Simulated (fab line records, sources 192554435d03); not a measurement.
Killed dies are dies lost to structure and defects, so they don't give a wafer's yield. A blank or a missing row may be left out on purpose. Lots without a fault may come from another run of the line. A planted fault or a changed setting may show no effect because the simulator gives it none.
Chamber matching | flow n5_finfet | N5_BEOL_M5_ALD_86 on ald_metal-04: 4 sister chambers
The step deposits TaN, pulse time 2 s, purge time 3 s, co reactant purge time 2 s. 16 wafers are shown with their chamber, then 8 later ones without.

WAFERS WITH THEIR CHAMBER
wafer  | chamber | heater_power_w (W) | precursor_vessel_pressure_torr (Torr)
L075.1 | 3       | 520                | 26.19
L075.2 | 2       | 446                | 26.21
L075.3 | 0       | 453                | 26.23
L078.1 | 1       | 457                | 26.34
L078.2 | 2       | 437                | 26.27
L078.5 | 1       | 445                | 26.30
L080.1 | 0       | 457                | 26.33
L080.3 | 2       | 436                | 26.29
L080.5 | 1       | 461                | 26.21
L082.3 | 3       | 511                | 26.30
L082.4 | 1       | 459                | 26.16
L082.5 | 3       | 509                | 26.28
L083.3 | 3       | 519                | 26.22
L083.5 | 1       | 459                | 26.18
L083.6 | 0       | 453                | 26.23
L089.1 | 3       | 511                | 26.24

SIGNATURES (means of the wafers above)
reading                        | chamber 0 | chamber 1 | chamber 2 | chamber 3 | scatter within a chamber
heater_power_w                 | 454.33    | 456.20    | 439.67    | 514.00    | 5.32
precursor_vessel_pressure_torr | 26.2633   | 26.2380   | 26.2567   | 26.2460   | 0.0595
Rule: a wafer's distance from a chamber is the root of the sum, over the readings, of the square of ((its reading less the chamber's mean) divided by the reading's scatter). The wafer belongs to the nearest chamber; if the next one is less than 2 further off, it can't be placed. The scatter: the root of (the sum of the squares of (reading less its chamber's mean) over the shown wafers, divided by (wafers less chambers)).

WAFERS WITHOUT THEIR CHAMBER
wafer  | heater_power_w (W) | precursor_vessel_pressure_torr (Torr)
L089.5 | 515                | 26.20
L089.6 | 446                | 26.27
L093.2 | 455                | 26.22
L093.3 | 463                | 26.20
L093.4 | 498                | 26.34
L095.2 | 447                | 26.27
L095.4 | 451                | 26.39
L095.6 | 452                | 26.31

WHICH CHAMBER EACH WENT THROUGH
wafer  | from the rows above          | in truth
L089.5 | 3                            | 3
L089.6 | can't be placed: 2 or 0 or 1 | 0
L093.2 | can't be placed: 1 or 0      | 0
L093.3 | can't be placed: 1 or 0      | 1
L093.4 | 3                            | 3
L095.2 | can't be placed: 0 or 2 or 1 | 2
L095.4 | can't be placed: 0 or 1 or 2 | 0
L095.6 | can't be placed: 0 or 1 or 2 | 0
Placed correctly: 2 of 8. Can't be placed from these rows: 6 (the true chamber is among the candidates in 6). Placed wrongly: 0.
